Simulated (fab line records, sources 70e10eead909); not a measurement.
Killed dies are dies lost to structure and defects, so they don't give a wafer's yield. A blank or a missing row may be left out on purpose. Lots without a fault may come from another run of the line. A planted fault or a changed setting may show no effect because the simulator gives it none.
fab line records | flow nand_harc
record lots=24 wafers=72 last_day=33
route steps=1302 shown P_BONDPAD@376 A_ONON_D1@445 A_CHANNEL_HOLE_D1@450
lots that met no fault: from a run of the same line without faults
start_h: hours from the record's first day to the start of the lot's first wafer shown | wait_h: hours since the lot's step before | " the same as in the row above | L1.1+2: a row that stands for several wafers | - no value, or no start given | * or withheld: withheld | < > ~ a bound
route shown NAME@n: a module of which the file shows steps, and the number in the route of the first | usual: mean/standard deviation of fault-free wafers | same: alike in all rows | chamber/n: place in a boat | sites: the reading at each site | _std_site: their standard deviation | _edge_site: outer sites' mean less inner sites' | radius_mm: how far each site lies from the wafer's centre | mask NAME#n: copy n | behind: the tool/chamber that last shaped the wafer | hold: why the lot was held/for how many hours/how that ended | device: the transistor (n, p or np) that didn't switch | end of line: the same wafers' tests at the end of the route | a step without rows: its recipe alone | killed: dies lost to structure and defects at the first sort, not the wafer's yield | map: a wafer's dies, x killed, . not, _ none there
set.NAME: the setting as run; set.NAME@STEP: as run at that earlier step | model.NAME: the simulator's own value behind a step, which no gauge read
steps of the route over a sample of lots; a table a step, a row a wafer
services: from which hour (start_h, from the record's first day; less than 0 if before it) a tool's chamber was out of use, for how many hours, and why
## steps
# step NHARC_P_BONDPAD_PVD_17
# recipe target_thk_a=50 bias_v=168.6 power_w=15000 chamber_pressure_pa=0.12 time_s=8.06 substrate_temp_c=50 material=TaN
# usual throttle_valve_pct=30.2/0.95
# columns lot.wafer tool chamber start_h wait_h throttle_valve_pct
L074.3 pvd_sputter-03 - - - 29.8
L074.1 " - " " 29.3
L074.5 " - " " 29.6
L075.2 pvd_sputter-02 - - - 30.6
L075.4 " - " " 29.9
L075.3 " - " " 31.1
L076.1 pvd_sputter-02 - - - 30.9
L076.3 " - " " 30.3
L076.4 " - " " 30.0
L077.1 pvd_sputter-03 - - - 28.9
L077.2 " - " " 29.5
L077.6 " - " " 29.8
L078.4 pvd_sputter-03 - - - 29.8
L078.2 " - " " 29.9
L078.6 " - " " 29.9
L079.3 pvd_sputter-01 - - - 30.1
L079.5 " - " " 31.2
L079.6 " - " " 30.0
L080.4 pvd_sputter-01 - - - 31.1
L080.1 " - " " 29.9
L080.5 " - " " 31.1
L081.2 pvd_sputter-01 - - - 30.1
L081.3 " - " " 29.1
L081.6 " - " " 30.3
L082.1 pvd_sputter-01 - - - 30.2
L082.4 " - " " 30.1
L082.5 " - " " 30.1
L083.1 pvd_sputter-02 - - - 30.3
L083.3 " - " " 31.1
L083.5 " - " " 29.7
L084.3 pvd_sputter-01 - - - 30.7
L084.1 " - " " 28.9
L084.5 " - " " 31.5
L085.3 pvd_sputter-01 - - - 29.3
L085.2 " - " " 29.5
L085.6 " - " " 29.4
L086.4 pvd_sputter-02 - - - 31.9
L086.1 " - " " 31.1
L086.3 " - " " 30.7
L087.1 pvd_sputter-01 - - - 29.8
L087.2 " - " " 31.8
L087.6 " - " " 31.7
L088.3 pvd_sputter-03 - - - 29.5
L088.1 " - " " 28.7
L088.5 " - " " 29.4
L089.3 pvd_sputter-03 - - - 30.0
L089.6 " - " " 28.7
L089.5 " - " " 30.1
L090.1 pvd_sputter-03 - - - 29.1
L090.4 " - " " 30.0
L090.2 " - " " 28.7
L091.4 pvd_sputter-01 - - - 31.7
L091.6 " - " " 29.7
L091.5 " - " " 31.6
L092.4 pvd_sputter-02 - - - 32.3
L092.6 " - " " 31.3
L092.5 " - " " 30.3
L093.4 pvd_sputter-03 - - - 30.1
L093.1 " - " " 30.2
L093.5 " - " " 29.7
L094.4 pvd_sputter-02 - - - 30.1
L094.1 " - " " 32.6
L094.5 " - " " 29.8
L095.3 pvd_sputter-03 - - - 30.2
L095.1 " - " " 30.2
L095.5 " - " " 29.9
L096.4 pvd_sputter-02 - - - 29.7
L096.1 " - " " 30.1
L096.6 " - " " 29.7
L097.1 pvd_sputter-02 - - - 30.3
L097.4 " - " " 32.0
L097.3 " - " " 31.6
# step NHARC_A_ONON_D1_THK_MEAS_30
# recipe thk_meas_gauge=ellipsometry
# usual thk_nm=998/9.2
# columns lot.wafer tool chamber start_h wait_h thk_nm
L074.1 film_metro-01 - 166.39 - 994
L074.3 " - " " 992
L074.5 " - " " 993
L075.2 film_metro-02 - 190.47 - 991
L075.3 " - " " 993
L075.4 " - " " 994
L076.1 film_metro-01 - 200.08 - 999
L076.3 " - " " 1001
L076.4 " - " " 999
L078.2 film_metro-01 - 223.15 - 990
L078.4 " - " " 987
L078.6 " - " " 989
L077.1 film_metro-02 - 223.16 - 981
L077.2 " - " " 982
L077.6 " - " " 981
L080.1 film_metro-01 - 227.98 - 999
L080.4 " - " " 1003
L080.5 " - " " 999
L079.3 film_metro-02 - 228.03 - 995
L079.5 " - " " 997
L079.6 " - " " 995
L081.2 film_metro-01 - 246.26 - 1014
L081.3 " - " " 1014
L081.6 " - " " 1014
L082.1 film_metro-02 - 254.02 - 992
L082.4 " - " " 990
L082.5 " - " " 991
L083.1 film_metro-01 - 268.53 - 997
L083.3 " - " " 998
L083.5 " - " " 996
L084.1 film_metro-01 - 279.24 - 1004
L084.3 " - " " 1002
L084.5 " - " " 1003
L086.1 film_metro-01 - 287.08 - 988
L086.3 " - " " 988
L086.4 " - " " 990
L085.2 film_metro-02 - 287.10 - 1014
L085.3 " - " " 1016
L085.6 " - " " 1015
L087.1 film_metro-01 - 303.33 - 996
L087.2 " - " " 996
L087.6 " - " " 993
L089.3 film_metro-01 - 327.60 - 1006
L089.5 " - " " 1007
L089.6 " - " " 1007
L088.1 film_metro-02 - 327.61 - 1011
L088.3 " - " " 1012
L088.5 " - " " 1011
L090.1 film_metro-02 - 348.12 - 982
L090.2 " - " " 981
L090.4 " - " " 981
L091.4 film_metro-01 - 354.26 - 993
L091.5 " - " " 992
L091.6 " - " " 992
L092.4 film_metro-02 - 354.26 - 1014
L092.5 " - " " 1012
L092.6 " - " " 1015
L094.1 film_metro-02 - 369.98 - 994
L094.4 " - " " 992
L094.5 " - " " 992
L093.1 film_metro-01 - 370.11 - 996
L093.4 " - " " 997
L093.5 " - " " 997
L095.1 film_metro-01 - 378.63 - 993
L095.3 " - " " 993
L095.5 " - " " 994
L096.1 film_metro-01 - 389.61 - 1000
L096.4 " - " " 1001
L096.6 " - " " 1004
L097.1 film_metro-01 - 411.38 - 996
L097.3 " - " " 996
L097.4 " - " " 998
# step NHARC_A_CHANNEL_HOLE_D1_DEP_00
# recipe target_thk_a=31000 temp_c=400 material=aC
# usual throttle_valve_pct=35.001/0.0092
# columns lot.wafer tool chamber start_h wait_h throttle_valve_pct
L074.1 acl_dep-01 0 166.99 0.1 34.992
L074.3 " 0 " " 34.990
L074.5 " 0 " " 35.008
L075.2 acl_dep-03 0 196.55 5.5 35.016
L075.3 " 0 " " 35.014
L075.4 " 0 " " 34.988
L076.1 acl_dep-02 0 203.24 2.6 35.001
L076.3 " 0 " " 35.004
L076.4 " 0 " " 35.001
L078.2 acl_dep-03 0 224.07 0.4 35.020
L078.4 " 0 " " 34.995
L078.6 " 0 " " 35.013
L077.1 acl_dep-01 0 224.70 1.0 35.002
L077.2 " 0 " " 34.995
L077.6 " 0 226.30 2.6 35.005
L080.1 acl_dep-03 0 229.38 0.8 35.015
L080.4 " 0 " " 35.011
L080.5 " 0 " " 35.003
L079.3 acl_dep-02 0 230.52 2.0 35.006
L079.5 " 0 " " 34.997
L079.6 " 0 " " 35.007
L081.2 acl_dep-01 0 250.71 3.9 35.001
L081.3 " 0 " " 35.000
L081.6 " 0 " " 35.004
L082.1 acl_dep-03 0 257.33 2.8 34.989
L082.4 " 0 " " 35.001
L082.5 " 0 " " 34.992
L083.1 acl_dep-01 0 269.16 0.1 35.011
L083.3 " 0 " " 34.999
L083.5 " 0 " " 34.983
L084.1 acl_dep-02 0 282.32 2.5 34.992
L084.3 " 0 " " 34.987
L084.5 " 0 " " 35.012
L085.2 acl_dep-03 0 288.75 1.1 35.013
L085.3 " 0 " " 34.991
L085.6 " 0 " " 34.995
L086.1 acl_dep-01 0 289.27 1.6 34.999
L086.3 " 0 " " 34.988
L086.4 " 0 " " 34.999
L087.1 acl_dep-02 0 304.12 0.2 34.992
L087.2 " 0 " " 35.000
L087.6 " 0 305.73 1.8 35.007
L089.3 acl_dep-01 0 333.41 5.1 34.981
L089.5 " 0 " " 35.008
L089.6 " 0 " " 35.002
L088.1 acl_dep-02 0 333.98 5.7 35.008
L088.3 " 0 " " 34.996
L088.5 " 0 " " 35.014
L090.1 acl_dep-01 0 348.72 0.1 34.992
L090.2 " 0 " " 34.995
L090.4 " 0 " " 35.006
L091.4 acl_dep-02 0 356.69 1.9 35.025
L091.5 " 0 " " 35.001
L091.6 " 0 " " 34.992
L092.4 acl_dep-01 0 357.44 2.6 34.999
L092.5 " 0 " " 34.985
L092.6 " 0 " " 35.015
L094.1 acl_dep-02 0 371.65 1.1 34.993
L094.4 " 0 " " 34.991
L094.5 " 0 " " 35.011
L093.1 acl_dep-02 0 373.54 2.9 35.001
L093.4 " 0 " " 34.997
L093.5 " 0 " " 35.008
L095.1 acl_dep-02 0 381.61 2.4 35.008
L095.3 " 0 " " 34.996
L095.5 " 0 " " 35.000
L096.1 acl_dep-01 0 390.24 0.1 34.988
L096.4 " 0 " " 35.009
L096.6 " 0 " " 35.008
L097.1 acl_dep-02 0 412.16 0.1 35.000
L097.3 " 0 " " 35.009
L097.4 " 0 " " 35.000
# step NHARC_A_CHANNEL_HOLE_D1_CD_MEAS_10
# recipe target_cd_nm=100 landing_energy_ev=500
# usual cd_nm=100.0/0.79
# columns lot.wafer tool chamber start_h wait_h cd_nm
L074.1 cd_sem-02 0 169.76 - 101.6
L074.3 " 0 " " 101.3
L074.5 " 0 " " 100.8
L075.2 cd_sem-02 0 198.86 - 99.9
L075.3 " 0 " " 99.6
L075.4 " 0 " " 100.3
L076.1 cd_sem-02 0 205.92 - 99.3
L076.3 " 0 " " 98.8
L076.4 " 0 " " 99.8
L078.2 cd_sem-02 0 226.40 - 99.7
L078.4 " 0 " " 100.1
L078.6 " 0 " " 100.4
L077.1 cd_sem-01 0 227.36 - 100.0
L077.2 " 0 " " 99.8
L077.6 " 0 " " 100.2
L080.1 cd_sem-02 0 232.06 - 101.4
L080.4 " 0 " " 101.0
L080.5 " 0 " " 100.5
L079.3 cd_sem-01 0 232.66 - 100.0
L079.5 " 0 " " 100.2
L079.6 " 0 " " 99.0
L081.2 cd_sem-01 0 252.94 - 101.1
L081.3 " 0 " " 100.8
L081.6 " 0 " " 101.8
L082.1 cd_sem-02 0 260.02 - 99.8
L082.4 " 0 " " 99.7
L082.5 " 0 " " 100.3
L083.1 cd_sem-01 0 271.66 - 99.5
L083.3 " 0 " " 99.2
L083.5 " 0 " " 99.3
L084.1 cd_sem-01 0 284.90 - 99.6
L084.3 " 0 " " 99.6
L084.5 " 0 " " 99.8
L085.2 cd_sem-02 0 291.06 - 98.5
L085.3 " 0 " " 99.4
L085.6 " 0 " " 99.5
L086.1 cd_sem-03 0 291.79 - 99.0
L086.3 " 0 " " 99.5
L086.4 " 0 " " 99.0
L087.1 cd_sem-02 0 306.79 - 99.0
L087.2 " 0 " " 100.2
L087.6 " 0 " " 98.6
L089.3 cd_sem-03 0 335.52 - 99.6
L089.5 " 0 " " 99.3
L089.6 " 0 " " 98.6
L088.1 cd_sem-03 0 336.74 - 99.6
L088.3 " 0 " " 100.1
L088.5 " 0 " " 100.7
L090.1 cd_sem-03 0 351.21 - 100.9
L090.2 " 0 " " 100.2
L090.4 " 0 " " 99.6
L091.4 cd_sem-01 0 358.39 - 98.6
L091.5 " 0 " " 99.4
L091.6 " 0 " " 98.9
L092.4 cd_sem-01 0 359.08 - 101.8
L092.5 " 0 " " 101.2
L092.6 " 0 " " 101.0
L094.1 cd_sem-02 0 374.30 - 99.8
L094.4 " 0 " " 99.8
L094.5 " 0 " " 99.2
L093.1 cd_sem-03 0 376.19 - 101.1
L093.4 " 0 " " 100.2
L093.5 " 0 " " 100.2
L095.1 cd_sem-03 0 384.26 - 99.8
L095.3 " 0 " " 99.3
L095.5 " 0 " " 99.7
L096.1 cd_sem-01 0 392.89 - 100.1
L096.4 " 0 " " 99.6
L096.6 " 0 " " 100.4
L097.1 cd_sem-03 0 415.28 - 100.3
L097.3 " 0 " " 99.2
L097.4 " 0 " " 99.1
# step NHARC_A_CHANNEL_HOLE_D1_CD_MEAS_18
# usual cd_nm=98/3.1
# columns lot.wafer tool chamber start_h wait_h cd_nm
L074.1 cd_sem-01 - 172.00 - 96
L074.3 " - " " 95
L074.5 " - " " 103
L075.2 cd_sem-02 - 200.15 - 94
L075.3 " - " " 99
L075.4 " - " " 100
L076.1 cd_sem-02 - 207.22 - 99
L076.3 " - " " 98
L076.4 " - " " 96
L078.2 cd_sem-02 - 227.90 - 98
L078.4 " - " " 93
L078.6 " - " " 95
L077.1 cd_sem-01 - 228.65 - 94
L077.2 " - " " 101
L077.6 " - " " 91
L080.1 cd_sem-02 - 233.42 - 106
L080.4 " - " " 103
L080.5 " - " " 105
L079.3 cd_sem-01 - 234.14 - 98
L079.5 " - " " 93
L079.6 " - " " 100
L081.2 cd_sem-03 - 254.22 - 96
L081.3 " - " " 98
L081.6 " - " " 98
L082.1 cd_sem-02 - 261.52 - 96
L082.4 " - " " 96
L082.5 " - " " 99
L083.1 cd_sem-03 - 272.96 - 97
L083.3 " - " " 100
L083.5 " - " " 101
L084.1 cd_sem-02 - 286.19 - 101
L084.3 " - " " 98
L084.5 " - " " 97
L085.2 cd_sem-02 - 292.35 - 97
L085.3 " - " " 97
L085.6 " - " " 95
L086.1 cd_sem-03 - 293.08 - 97
L086.3 " - " " 101
L086.4 " - " " 94
L087.1 cd_sem-02 - 308.10 - 95
L087.2 " - " " 102
L087.6 " - " " 95
L089.3 cd_sem-02 - 336.81 - 97
L089.5 " - " " 102
L089.6 " - " " 92
L088.1 cd_sem-02 - 338.04 - 97
L088.3 " - " " 100
L088.5 " - " " 99
L090.1 cd_sem-02 - 352.50 - 97
L090.2 " - " " 101
L090.4 " - " " 94
L091.4 cd_sem-03 - 359.68 - 91
L091.5 " - " " 102
L091.6 " - " " 101
L092.4 cd_sem-03 - 360.36 - 96
L092.5 " - " " 100
L092.6 " - " " 100
L094.1 cd_sem-01 - 375.59 - 101
L094.4 " - " " 101
L094.5 " - " " 103
L093.1 cd_sem-02 - 377.48 - 103
L093.4 " - " " 94
L093.5 " - " " 101
L095.1 cd_sem-02 - 385.55 - 101
L095.3 " - " " 99
L095.5 " - " " 105
L096.1 cd_sem-02 - 394.18 - 104
L096.4 " - " " 100
L096.6 " - " " 102
L097.1 cd_sem-02 - 416.57 - 102
L097.3 " - " " 101
L097.4 " - " " 96
# step NHARC_A_CHANNEL_HOLE_D1_ETCH_33
# recipe bias_v=400 source_w=2000 pressure_mtorr=25 time_s=90 ar_flow_sccm=375 c4f8_flow_sccm=41.7 o2_flow_sccm=83.3 temp_c=-20 target_depth_a=4000 chemistry=C4F8/O2/Ar
# usual drypump_motor_current_A=5.28/0.19 showerhead_plenum_p_Torr=3.65/0.088 throttle_valve_pct=27.619/0.0097
# columns lot.wafer tool chamber start_h wait_h drypump_motor_current_A rf_hours_counter_h showerhead_plenum_p_Torr throttle_valve_pct
L074.1 har_etch-01 0 176.08 0.2 5.36 88 3.67 27.627
L074.3 " 0 " " 5.37 - 3.67 27.610
L074.5 " 1 " " 4.90 - 3.77 27.614
L075.2 har_etch-02 1 206.23 0.2 5.28 298 3.60 27.622
L075.4 " 0 " " 5.43 - 3.67 27.616
L075.3 " 1 " " 5.28 - 3.60 27.596
L076.1 har_etch-02 0 211.28 0.2 5.45 317 3.67 27.625
L076.4 " 1 " " 5.26 - 3.60 27.624
L076.3 " 0 " " 5.47 - 3.67 27.619
L078.2 har_etch-02 0 231.94 0.2 5.44 324 3.66 27.607
L078.4 " 0 " " 5.44 - 3.66 27.617
L078.6 " 1 " " 5.29 - 3.59 27.612
L077.1 har_etch-01 1 232.69 0.2 4.94 115 3.76 27.623
L077.2 " 0 " " 5.40 115 3.66 27.628
L077.6 " 0 " " 5.40 - 3.66 27.615
L080.1 har_etch-01 0 240.64 0.2 5.42 122 3.65 27.619
L080.4 " 0 " " 5.40 - 3.65 27.619
L080.5 " 1 " " 4.96 - 3.75 27.628
L079.3 har_etch-02 0 243.66 0.2 5.47 - 3.66 27.628
L079.6 " 0 " " 5.47 - 3.66 27.618
L079.5 " 1 " " 5.28 - 3.59 27.605
L081.2 har_etch-02 1 260.82 0.2 5.25 328 3.58 27.614
L081.3 " 1 " " 5.28 - 3.58 27.614
L081.6 " 1 " " 5.25 - 3.58 27.633
L082.1 har_etch-02 0 265.58 0.2 5.42 347 3.65 27.632
L082.4 " 1 " " 5.27 - 3.58 27.602
L082.5 " 0 " " 5.43 - 3.65 27.621
L083.1 har_etch-02 0 277.05 0.2 5.50 351 3.65 27.629
L083.3 " 0 " " 5.46 - 3.65 27.643
L083.5 " 0 " " 5.47 - 3.65 27.622
L084.1 har_etch-01 0 295.19 0.2 5.41 153 3.64 27.621
L084.3 " 1 " " 4.94 - 3.74 27.637
L084.5 " 0 " " 5.43 - 3.64 27.624
L085.2 har_etch-02 1 299.56 0.2 5.27 355 3.57 27.617
L085.3 " 0 " " 5.46 - 3.64 27.622
L085.6 " 1 " " 5.30 - 3.57 27.600
L086.1 har_etch-01 1 303.13 0.2 4.94 160 3.73 27.615
L086.3 " 1 " " 4.93 - 3.73 27.636
L086.4 " 0 " " 5.43 - 3.63 27.610
L087.2 har_etch-02 0 312.13 0.2 5.46 374 3.64 27.619
L087.1 " 1 " " 5.26 359 3.56 27.625
L087.6 " 1 " " 5.27 - 3.56 27.622
L089.3 har_etch-02 1 340.92 0.2 5.27 - 3.56 27.609
L089.5 " 1 " " 5.24 - 3.56 27.615
L089.6 " 0 " " 5.46 - 3.63 27.617
L088.1 har_etch-02 1 345.06 0.2 5.27 375 3.56 27.616
L088.3 " 0 " " 5.46 - 3.63 27.625
L088.5 " 1 " " 5.28 - 3.56 27.608
L090.2 har_etch-02 0 356.56 0.2 5.43 398 3.62 27.608
L090.1 " 1 " " 5.29 382 3.55 27.629
L090.4 " 1 " " 5.25 - 3.55 27.624
L091.4 har_etch-02 0 363.79 0.2 5.47 - 3.62 27.609
L091.5 " 0 " " 5.45 - 3.62 27.611
L091.6 " 1 " " 5.27 - 3.55 27.621
L092.4 har_etch-01 0 366.04 0.2 5.41 - 3.62 27.626
L092.6 " 1 " " 4.95 - 3.72 27.630
L092.5 " 0 " " 5.40 - 3.62 27.624
L094.1 har_etch-01 0 379.66 0.2 5.38 202 3.61 27.628
L094.4 " 1 " " 4.94 - 3.71 27.612
L094.5 " 1 " " 4.94 - 3.71 27.618
L093.1 har_etch-01 0 383.83 0.2 5.42 206 3.61 27.617
L093.4 " 1 " " 4.94 - 3.71 27.601
L093.5 " 1 " " 4.92 - 3.71 27.588
L095.1 har_etch-01 0 395.98 0.2 5.44 217 3.60 27.621
L095.3 " 1 " " 4.94 - 3.70 27.623
L095.5 " 1 " " 4.96 - 3.70 27.626
L096.1 har_etch-01 1 400.13 0.2 4.97 221 3.70 27.635
L096.4 " 0 " " 5.42 - 3.60 27.622
L096.6 " 0 " " 5.40 - 3.60 27.631
L097.1 har_etch-02 0 420.68 0.2 5.45 15 3.97 27.624
L097.3 " 1 " " 5.26 - 3.97 27.624
L097.4 " 0 " " 5.47 - 3.97 27.629
## services
# columns tool chamber start_h hours kind
acl_dep-03 - 123.13 13.0 pm
har_etch-01 - 148.07 1.1 repair
har_etch-02 1 153.13 - consumable_replace:focus_ring
har_etch-02 1 153.13 17.0 scheduled_down
har_etch-02 1 153.13 17.0 vent_cycle
pvd_sputter-01 - 163.76 1.7 repair
acl_dep-01 - 188.27 13.0 pm
pvd_sputter-03 - 191.43 10.0 pm
pvd_sputter-01 - 226.08 10.0 pm
acl_dep-02 - 244.31 13.0 pm
pvd_sputter-02 - 282.00 10.0 pm
acl_dep-03 - 305.71 13.0 pm
pvd_sputter-03 - 369.43 10.0 pm
acl_dep-01 - 371.40 13.0 pm
har_etch-02 - 377.36 17.0 pm
har_etch-02 0 377.36 17.0 vent_cycle
har_etch-02 1 377.36 17.0 vent_cycle
har_etch-02 0 394.36 - clean
har_etch-02 0 394.36 - consumable_replace:esc
har_etch-02 0 394.36 - consumable_replace:focus_ring
har_etch-02 0 394.36 - consumable_replace:showerhead
har_etch-02 1 394.36 - clean
pvd_sputter-01 - 404.08 10.0 pm
pvd_sputter-03 - 406.40 9.3 repair
## key
fault none
